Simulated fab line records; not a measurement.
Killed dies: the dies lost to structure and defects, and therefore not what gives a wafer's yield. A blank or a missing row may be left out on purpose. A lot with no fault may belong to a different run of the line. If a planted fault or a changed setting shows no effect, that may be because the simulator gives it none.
Chamber matching || flow nand harc || rie diel-09 running NHARC_A_WL_FILL_STRIP_29: 4 sister chambers
The step strips in O2, time 20 s. 27 wafers are shown with their chamber, then 12 later ones without.

WAFERS PAIRED WITH THEIR CHAMBERS
{"wafer": "L076.4", "chamber": 2, "showerhead plenum p Torr (Torr)": 3.33, "drypump motor current A (A)": 5.4, "oes product au (a.u.)": 1.013}
{"wafer": "L076.5", "chamber": 3, "showerhead plenum p Torr (Torr)": 3.44, "drypump motor current A (A)": 5.8, "oes product au (a.u.)": 1.005}
{"wafer": "L076.6", "chamber": 2, "showerhead plenum p Torr (Torr)": 3.33, "drypump motor current A (A)": 5.5, "oes product au (a.u.)": 1.013}
{"wafer": "L076.1", "chamber": 1, "showerhead plenum p Torr (Torr)": 3.30, "drypump motor current A (A)": 6.4, "oes product au (a.u.)": 1.029}
{"wafer": "L076.2", "chamber": 0, "showerhead plenum p Torr (Torr)": 3.41, "drypump motor current A (A)": 5.3, "oes product au (a.u.)": 0.989}
{"wafer": "L076.3", "chamber": 3, "showerhead plenum p Torr (Torr)": 3.44, "drypump motor current A (A)": 5.8, "oes product au (a.u.)": 1.016}
{"wafer": "L082.1", "chamber": 3, "showerhead plenum p Torr (Torr)": 3.44, "drypump motor current A (A)": 5.8, "oes product au (a.u.)": 1.034}
{"wafer": "L082.2", "chamber": 2, "showerhead plenum p Torr (Torr)": 3.33, "drypump motor current A (A)": 5.4, "oes product au (a.u.)": 1.025}
{"wafer": "L082.3", "chamber": 0, "showerhead plenum p Torr (Torr)": 3.40, "drypump motor current A (A)": 5.3, "oes product au (a.u.)": 0.989}
{"wafer": "L082.4", "chamber": 1, "showerhead plenum p Torr (Torr)": 3.30, "drypump motor current A (A)": 6.4, "oes product au (a.u.)": 1.029}
{"wafer": "L082.5", "chamber": 2, "showerhead plenum p Torr (Torr)": 3.33, "drypump motor current A (A)": 5.5, "oes product au (a.u.)": 1.023}
{"wafer": "L082.6", "chamber": 3, "showerhead plenum p Torr (Torr)": 3.44, "drypump motor current A (A)": 5.7, "oes product au (a.u.)": 1.020}
{"wafer": "L084.2", "chamber": 3, "showerhead plenum p Torr (Torr)": 3.44, "drypump motor current A (A)": 5.8, "oes product au (a.u.)": 1.015}
{"wafer": "L084.4", "chamber": 1, "showerhead plenum p Torr (Torr)": 3.30, "drypump motor current A (A)": 6.4, "oes product au (a.u.)": 1.021}
{"wafer": "L084.6", "chamber": 1, "showerhead plenum p Torr (Torr)": 3.30, "drypump motor current A (A)": 6.4, "oes product au (a.u.)": 1.028}
{"wafer": "L081.1", "chamber": 3, "showerhead plenum p Torr (Torr)": 3.44, "drypump motor current A (A)": 5.7, "oes product au (a.u.)": 1.012}
{"wafer": "L081.2", "chamber": 2, "showerhead plenum p Torr (Torr)": 3.33, "drypump motor current A (A)": 5.5, "oes product au (a.u.)": 1.021}
{"wafer": "L081.3", "chamber": 1, "showerhead plenum p Torr (Torr)": 3.30, "drypump motor current A (A)": 6.4, "oes product au (a.u.)": 1.036}
{"wafer": "L081.4", "chamber": 0, "showerhead plenum p Torr (Torr)": 3.40, "drypump motor current A (A)": 5.3, "oes product au (a.u.)": 0.979}
{"wafer": "L081.5", "chamber": 0, "showerhead plenum p Torr (Torr)": 3.40, "drypump motor current A (A)": 5.3, "oes product au (a.u.)": 0.972}
{"wafer": "L081.6", "chamber": 3, "showerhead plenum p Torr (Torr)": 3.44, "drypump motor current A (A)": 5.8, "oes product au (a.u.)": 1.015}
{"wafer": "L083.1", "chamber": 1, "showerhead plenum p Torr (Torr)": 3.30, "drypump motor current A (A)": 6.4, "oes product au (a.u.)": 1.028}
{"wafer": "L083.2", "chamber": 3, "showerhead plenum p Torr (Torr)": 3.44, "drypump motor current A (A)": 5.8, "oes product au (a.u.)": 1.012}
{"wafer": "L083.6", "chamber": 2, "showerhead plenum p Torr (Torr)": 3.33, "drypump motor current A (A)": 5.5, "oes product au (a.u.)": 1.027}
{"wafer": "L092.3", "chamber": 0, "showerhead plenum p Torr (Torr)": 3.40, "drypump motor current A (A)": 5.3, "oes product au (a.u.)": 0.988}
{"wafer": "L092.4", "chamber": 1, "showerhead plenum p Torr (Torr)": 3.30, "drypump motor current A (A)": 6.4, "oes product au (a.u.)": 1.030}
{"wafer": "L092.6", "chamber": 3, "showerhead plenum p Torr (Torr)": 3.44, "drypump motor current A (A)": 5.8, "oes product au (a.u.)": 1.016}

SIGNATURES (means of the wafers above)
{"reading": "showerhead plenum p Torr", "chamber 0": 3.4020, "chamber 1": 3.3000, "chamber 2": 3.3300, "chamber 3": 3.4400, "scatter within a chamber": 0.00187}
{"reading": "drypump motor current A", "chamber 0": 5.300, "chamber 1": 6.400, "chamber 2": 5.467, "chamber 3": 5.778, "scatter within a chamber": 0.0354}
{"reading": "oes product au", "chamber 0": 0.98340, "chamber 1": 1.02871, "chamber 2": 1.02033, "chamber 3": 1.01611, "scatter within a chamber": 0.00668}
Rule: a wafer lies at a distance from a chamber equal to the root of the sum of squares, over the readings, of (its reading less the chamber's mean, divided by the reading's scatter). The wafer belongs to the nearest chamber; if the next one is less than 2 further off, it can't be placed. How the scatter is found: for the shown wafers, subtract from each reading the mean of its chamber, square and add these, divide the total by (wafers less chambers), then take the root.

WAFERS MISSING THEIR CHAMBER
{"wafer": "L095.1", "showerhead plenum p Torr (Torr)": 3.30, "drypump motor current A (A)": 6.4, "oes product au (a.u.)": 1.019}
{"wafer": "L095.2", "showerhead plenum p Torr (Torr)": 3.40, "drypump motor current A (A)": 5.3, "oes product au (a.u.)": 0.988}
{"wafer": "L095.3", "showerhead plenum p Torr (Torr)": 3.33, "drypump motor current A (A)": 5.5, "oes product au (a.u.)": 1.014}
{"wafer": "L095.4", "showerhead plenum p Torr (Torr)": 3.44, "drypump motor current A (A)": 5.8, "oes product au (a.u.)": 1.014}
{"wafer": "L095.5", "showerhead plenum p Torr (Torr)": 3.40, "drypump motor current A (A)": 5.3, "oes product au (a.u.)": 0.991}
{"wafer": "L095.6", "showerhead plenum p Torr (Torr)": 3.30, "drypump motor current A (A)": 6.5, "oes product au (a.u.)": 1.030}
{"wafer": "L096.1", "showerhead plenum p Torr (Torr)": 3.40, "drypump motor current A (A)": 5.3, "oes product au (a.u.)": 0.984}
{"wafer": "L096.2", "showerhead plenum p Torr (Torr)": 3.43, "drypump motor current A (A)": 5.8, "oes product au (a.u.)": 1.020}
{"wafer": "L096.6", "showerhead plenum p Torr (Torr)": 3.33, "drypump motor current A (A)": 5.5, "oes product au (a.u.)": 1.009}
{"wafer": "L097.3", "showerhead plenum p Torr (Torr)": 3.43, "drypump motor current A (A)": 5.8, "oes product au (a.u.)": 1.028}
{"wafer": "L097.4", "showerhead plenum p Torr (Torr)": 3.30, "drypump motor current A (A)": 6.4, "oes product au (a.u.)": 1.030}
{"wafer": "L097.6", "showerhead plenum p Torr (Torr)": 3.43, "drypump motor current A (A)": 5.8, "oes product au (a.u.)": 1.017}

WHICH CHAMBER EACH ONE RAN IN
{"wafer": "L095.1", "from the rows above": 1, "in truth": 1}
{"wafer": "L095.2", "from the rows above": 0, "in truth": 0}
{"wafer": "L095.3", "from the rows above": 2, "in truth": 2}
{"wafer": "L095.4", "from the rows above": 3, "in truth": 3}
{"wafer": "L095.5", "from the rows above": 0, "in truth": 0}
{"wafer": "L095.6", "from the rows above": 1, "in truth": 1}
{"wafer": "L096.1", "from the rows above": 0, "in truth": 0}
{"wafer": "L096.2", "from the rows above": 3, "in truth": 3}
{"wafer": "L096.6", "from the rows above": 2, "in truth": 2}
{"wafer": "L097.3", "from the rows above": 3, "in truth": 3}
{"wafer": "L097.4", "from the rows above": 1, "in truth": 1}
{"wafer": "L097.6", "from the rows above": 3, "in truth": 3}
Correctly placed: 12 of 12. Left unplaced by these rows: 0. Wrongly placed: 0.
